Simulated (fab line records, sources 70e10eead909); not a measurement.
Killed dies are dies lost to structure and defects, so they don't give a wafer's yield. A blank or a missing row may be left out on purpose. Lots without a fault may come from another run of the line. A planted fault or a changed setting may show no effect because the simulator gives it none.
Chamber matching | flow nand_harc | NHARC_A_CONTACT_DEP_29 on pecvd-03: 3 sister chambers
The step deposits SiON, target thk 100 nm. 3 wafers are shown with their chamber, then 8 later ones without.

WAFERS WITH THEIR CHAMBER
wafer  | chamber | rf_fwd_power_W (W)
L086.1 | 1       | 348.4
L086.6 | 2       | 349.3
L087.2 | 0       | 347.3

WAFERS WITHOUT THEIR CHAMBER
wafer  | rf_fwd_power_W (W)
L087.5 | 346.9
L087.6 | 349.2
L091.2 | 347.7
L091.5 | 350.1
L091.6 | 349.1
L094.1 | 349.2
L094.3 | 347.9
L094.4 | 348.6

WHICH CHAMBER EACH WENT THROUGH
wafer  | from the rows above     | in truth
L087.5 | 0                       | 0
L087.6 | can't be placed: 2 or 1 | 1
L091.2 | can't be placed: 0 or 1 | 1
L091.5 | 2                       | 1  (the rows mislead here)
L091.6 | can't be placed: 2 or 1 | 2
L094.1 | can't be placed: 2 or 1 | 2
L094.3 | can't be placed: 1 or 0 | 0
L094.4 | can't be placed: 1 or 2 | 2
Placed correctly: 1 of 8. Can't be placed from these rows: 6 (the true chamber is among the candidates in 6). Placed wrongly: 1.
How it was worked out, from the rows above alone: a wafer's distance from a chamber is the root of the sum, over the readings, of the square of ((its reading less the chamber's mean) divided by the reading's scatter). The wafer belongs to the nearest chamber; if the next one is less than 2 further off, it can't be placed. A chamber's mean is the mean of its shown wafers. The scatter: with one shown wafer a chamber, the root of the mean of the squares of how far each hidden wafer lies from its nearest shown one.
